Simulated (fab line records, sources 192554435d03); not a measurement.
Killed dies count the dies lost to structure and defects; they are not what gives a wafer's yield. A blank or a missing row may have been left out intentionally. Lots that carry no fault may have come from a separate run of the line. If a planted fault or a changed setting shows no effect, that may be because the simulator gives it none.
Tool commonality check	flow n5-finfet	Lots sampled 7, wafers sampled 19

== WHY IT WAS OPENED ==
At N5_BEOL_M8_OCD_MEAS_38 the reading trench-depth-nm is flagged on 1 of 7 lots. Wafers without a fault read 93.9 nm, standard deviation 1.3.
Rule: a lot is flagged when every wafer of it that has a number lies more than 4 standard deviations from that mean, or none has a number. All remaining lots are regarded as sound.

lot	measured	on	trench-depth-nm (nm), wafer by wafer	flag
L728	day 11 01:01	ocd-02	95.3 94.2 94.9	
L732	day 11 21:10	ocd-01	91.5 94.8 91.8	
L739	day 13 12:13	ocd-01	94.4 92.5 93.7	
L741	day 13 18:31	ocd-01	92.7 95.0 94.4	
L738	day 14 02:43	ocd-01	116.0	FLAGGED
L742	day 14 12:21	ocd-01	94.5 94.6 91.6	
L746	day 15 15:35	ocd-01	97.0 94.4 95.8	
The mean of the flagged lots' numbers is 116.0 nm, +22.1 nm from the usual (+17 standard deviations).

== WHICH TOOL EACH LOT WENT THROUGH ==
Before the reading, the record contains 2 process steps out of a 1938-step route. Every cell lists first the tool, next ch and the chambers used by the sampled wafers, and last the start.
lot	flag	N5_BEOL_M8_TRENCH_ETCH_37	N5_BEOL_M8_ETCH_41
L728		rie-diel-03 ch 0,1,2, day 11 00:52	rie-diel-03 ch 0,1,2, day 11 01:01 or earlier
L732		rie-diel-02 ch 0,3, day 11 21:01	rie-diel-02 ch 0,3, day 11 21:10 or earlier
L739		rie-diel-04 ch 1,2,3, day 13 12:03	rie-diel-04 ch 1,2,3, day 13 12:13 or earlier
L741		rie-diel-04 ch 0,1,2, day 13 18:22	rie-diel-04 ch 0,1,2, day 13 18:31 or earlier
L738	FLAGGED	rie-diel-02 ch 0, day 14 02:34	rie-diel-02 ch 0, day 14 02:43 or earlier
L742		rie-diel-03 ch 0,2,3, day 14 12:11	rie-diel-03 ch 0,2,3, day 14 12:21 or earlier
L746		rie-diel-02 ch 1,3, day 15 15:26	rie-diel-02 ch 1,3, day 15 15:35 or earlier
These steps, and what they do:
- N5_BEOL_M8_TRENCH_ETCH_37: etches SiCOH lowk in C4F6/O2, target depth 93.478 nm, time 31.2 s.
- N5_BEOL_M8_ETCH_41: etches SiCN in CH3F/O2, target depth 31.9 nm, time 57.8 s.
- N5_BEOL_M8_OCD_MEAS_38

== FLAGGED AGAINST TOTAL, ONE TOOL AT A TIME (gauges that did the reading follow at the end) ==
step	tool	lots run	flagged	share of the flagged lots	sound lots run after its first flagged lot
N5_BEOL_M8_TRENCH_ETCH_37	rie-diel-02	3	1	all	1 (L746)
N5_BEOL_M8_TRENCH_ETCH_37	rie-diel-03	2	0	none	-
N5_BEOL_M8_TRENCH_ETCH_37	rie-diel-04	2	0	none	-
N5_BEOL_M8_ETCH_41	rie-diel-02	3	1	all	1 (L746)
N5_BEOL_M8_ETCH_41	rie-diel-03	2	0	none	-
N5_BEOL_M8_ETCH_41	rie-diel-04	2	0	none	-
N5_BEOL_M8_OCD_MEAS_38	ocd-01	6	1	all	2 (L742,L746)
N5_BEOL_M8_OCD_MEAS_38	ocd-02	1	0	none	-
N5_BEOL_M8_ETCH_41: start missing for some lots; hours and lot order therefore follow N5_BEOL_M8_OCD_MEAS_38.

== WHAT THE TABLE ALLOWS ==
All flagged lots were run by 3 table rows, namely rie-diel-02 at N5_BEOL_M8_TRENCH_ETCH_37, rie-diel-02 at N5_BEOL_M8_ETCH_41, ocd-01 at N5_BEOL_M8_OCD_MEAS_38.
- rie-diel-02 at N5_BEOL_M8_TRENCH_ETCH_37: 1 of its 3 lots flagged. After the first flagged lot (L746), sound lots still ran on it; a lasting fault on the whole tool would not permit that. Its own readings lie more than 4 standard deviations out on every wafer of the flagged lots: run-length-s.
- rie-diel-02 at N5_BEOL_M8_ETCH_41: 1 of its 3 lots flagged. After the first flagged lot (L746), sound lots still ran on it; a lasting fault on the whole tool would not permit that.
- ocd-01 at N5_BEOL_M8_OCD_MEAS_38: 1 of its 6 lots flagged. After the first flagged lot (L742, L746), sound lots still ran on it; a lasting fault on the whole tool would not permit that.
Every row of the table either missed a flagged lot or ran a sound lot after the first.

== WHAT WAS PUT IN BY THE SIMULATOR ==
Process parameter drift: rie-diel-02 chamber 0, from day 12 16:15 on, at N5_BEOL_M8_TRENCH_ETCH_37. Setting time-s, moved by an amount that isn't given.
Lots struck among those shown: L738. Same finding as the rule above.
